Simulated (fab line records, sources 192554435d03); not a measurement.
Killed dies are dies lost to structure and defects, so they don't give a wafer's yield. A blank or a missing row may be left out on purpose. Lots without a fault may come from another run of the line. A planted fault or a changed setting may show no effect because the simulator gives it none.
A struck lot beside a sound one | flow n5_finfet | 36 steps out of a route of 1938
Sound: wafers L409.4, L409.5, L409.6. Struck: wafer L398.2. (L398.3, L398.6 of the same lot were not struck and are left out.) The cause comes at the end.
At each step with rows: each side's tool, then ch and its chambers, then its first start. Under that, the readings that differ: sound wafers | struck wafers | difference of the means | sigmas: that difference in standard deviations of wafers without a fault.
alike: readings whose means differ by less than 2 such deviations, and words and numbers that are the same on both sides. not compared: withheld readings, readings that some wafer has no value for, bounds like >300 that may hide the same value, and numbers for which the record gives no deviation and whose values overlap.
The two part at a step that has a row with sigmas, a row that says differs or no value, or rows on one side only. Numbers that don't overlap but have no deviation are shown without sigmas and don't part them. A reading that every wafer of one side lacks parts them only if that side has two wafers or more.

first, 11 steps without rows for these wafers: N5_FIN_CUT_PRECLEAN_35 (cleans in vHF, time 13.3 s); N5_FIN_CUT_CUT_ETCH_15 (etches Si in HBr/Cl2/O2, target depth 100 nm, bt time 10 s, time 42.4 s); N5_FIN_CUT_CUT_ETCH_28 (etches Si in HBr/Cl2/O2, target depth 6 nm, time 2.4 s); N5_FIN_CUT_STRIP_22 (strips in N2/H2); N5_FIN_CUT_PRECLEAN_36 (cleans in O3/DIW, time 60 s); N5_FIN_CUT_SRD_32 (time 30 s); N5_FIN_CUT_UV_OZONE_34 (time 120 s); N5_STI_FIN_REVEAL_ALD_00 (deposits SiO2, target thk 1 nm, pulse time 1 s); N5_STI_FIN_REVEAL_ALD_14 (deposits Si3N4, target thk 3 nm); N5_STI_FIN_REVEAL_FCVD_FILL_01 (material SiO2 flowable, target thk 312 nm, time 512.2 s); N5_STI_FIN_REVEAL_DENSIFY_02 (time 1800 s).
N5_STI_FIN_REVEAL_CMP_04: polishes, stops on Si3N4, t overpolish 4 s, target thk 131.83 nm.
  sound on cmp-02 ch 0,1,2, day 7 09:25; struck on cmp-04 ch 0, day 4 15:00
  alike: motor_current_A, overpolish_run_s, retaining_ring_pressure_frac, time_to_endpoint_s
  not compared: pad_life_wafers
then, 20 steps without rows for these wafers: N5_STI_FIN_REVEAL_DENSIFY_30; N5_STI_FIN_REVEAL_ETCHBACK_08 (etches SiO2 in C4F6/O2, target depth 30.5 nm, time 10.167 s); N5_STI_FIN_REVEAL_STRIP_24 (strips in N2/H2, time 90 s); N5_STI_FIN_REVEAL_PRECLEAN_25 (cleans in SPM, time 90 s); N5_STI_FIN_REVEAL_PRECLEAN_26 (cleans in SC1, time 45 s); N5_STI_FIN_REVEAL_PRECLEAN_29 (cleans in DHF, time 30 s); N5_STI_FIN_REVEAL_SRD_12 (time 30 s); N5_STI_FIN_REVEAL_RECESS_09 (chemistry HF/NH3, target SiO2, afs cycles 11, target depth 42.5 nm, sublimation time 60 s); N5_STI_FIN_REVEAL_STRIP_16 (strips SiNx in H3PO4, target depth 23.8 nm); N5_STI_FIN_REVEAL_PRECLEAN_17 (cleans in NF3:NH3, afs cycles 1, time 20 s, sublimation time 60 s); N5_STI_FIN_REVEAL_ETCH_34 (etches Si in H2, material Si, target depth 0.97 nm); N5_STI_FIN_REVEAL_OXIDATION_31 (chemistry O2 PLASMA REMOTE, time 20 s); N5_STI_FIN_REVEAL_PRECLEAN_32 (cleans in NF3:NH3, afs cycles 1, time 20 s, sublimation time 60 s); N5_STI_FIN_REVEAL_STRIP_35 (strips Si3N4 in H3PO4, target depth 4 nm, time 39 s); N5_STI_FIN_REVEAL_SRD_21 (time 30 s); N5_STI_FIN_REVEAL_OXIDATION_33 (chemistry O2 PLASMA REMOTE, time 20 s); N5_STI_FIN_REVEAL_CLEAN_19 (cleans in O3/DIW, time 120 s); N5_STI_FIN_REVEAL_SRD_23 (time 30 s); N5_STI_FIN_REVEAL_PRECLEAN_18 (cleans in SC2, time 45 s); N5_STI_FIN_REVEAL_SRD_28 (time 30 s).
N5_STI_FIN_REVEAL_INSPECT_13: inspects for defects (darkfield).
  sound on defect_inspect-01, day 7 13:13; struck on defect_inspect-02, day 4 18:36
  reading          | sound    | struck | difference | sigmas
  raw_defect_count | 18 11 10 | 266    | +253       | +49
then, 1 step without rows for these wafers: N5_DUMMY_GATE_PRECLEAN_00 (cleans in O3/DIW, time 60 s).
-- the record jumps here: 5 days lie between the struck wafers' starts before and after (it left off in module DUMMY_GATE and takes up again in module BEOL_M4, whose first step shown is number 1111 of the route) --
N5_BEOL_M4_RC_MEAS_101:
  sound on prober-02 ch 0, day 12 23:21; struck on prober-01 ch 0, day 10 01:25
  reading       | sound          | struck | difference | sigmas
  DIBL_N (mV/V) | 39.7 38.2 39.7 | 34.8   | -4.4       | -3
  alike: DIBL_P, IOFF_N, IOFF_P, ION_N, ION_P, SS_N, SS_P, VT_N, VT_P
-- the record jumps here: 4 days lie between the struck wafers' starts before and after (it left off in module BEOL_M4 and takes up again in module PASSIVATION, whose first step shown is number 1936 of the route) --
N5_PASSIVATION_PROBE_49:
  sound on prober-02, day 17 05:09; struck on prober-01, day 14 07:59
  reading                  | sound          | struck | difference | sigmas
  defect_limited_yield (%) | 93.2 94.9 91.0 | 74.7   | -18.3      | -14
  killed_at_front_end      | 23 26 38       | 247    | +218       | +20
  killed_dies              | 80 60 106      | 298    | +216       | +14
  killed_on_rim            | 12 8 12        | 41     | +30        | +9
  sort_bin_5_function (%)  | 4.1 3.0 5.0    | 15.8   | +11.8      | +14
  sort_bin_6_memory (%)    | 2.6 1.9 3.8    | 8.4    | +5.6       | +9
  sort_n_pass              | 1100 1120 1074 | 882    | -216       | -14
  sort_yield_pct (%)       | 93.2 94.9 91.0 | 74.7   | -18.3      | -14
  alike: killed_at_M0_to_M3, killed_at_M4_up, killed_at_contacts, killed_at_other, killed_open, killed_short

WHERE THEY PART
First at N5_STI_FIN_REVEAL_INSPECT_13; last, within this record, at N5_PASSIVATION_PROBE_49.

WHY: what the simulator had put in
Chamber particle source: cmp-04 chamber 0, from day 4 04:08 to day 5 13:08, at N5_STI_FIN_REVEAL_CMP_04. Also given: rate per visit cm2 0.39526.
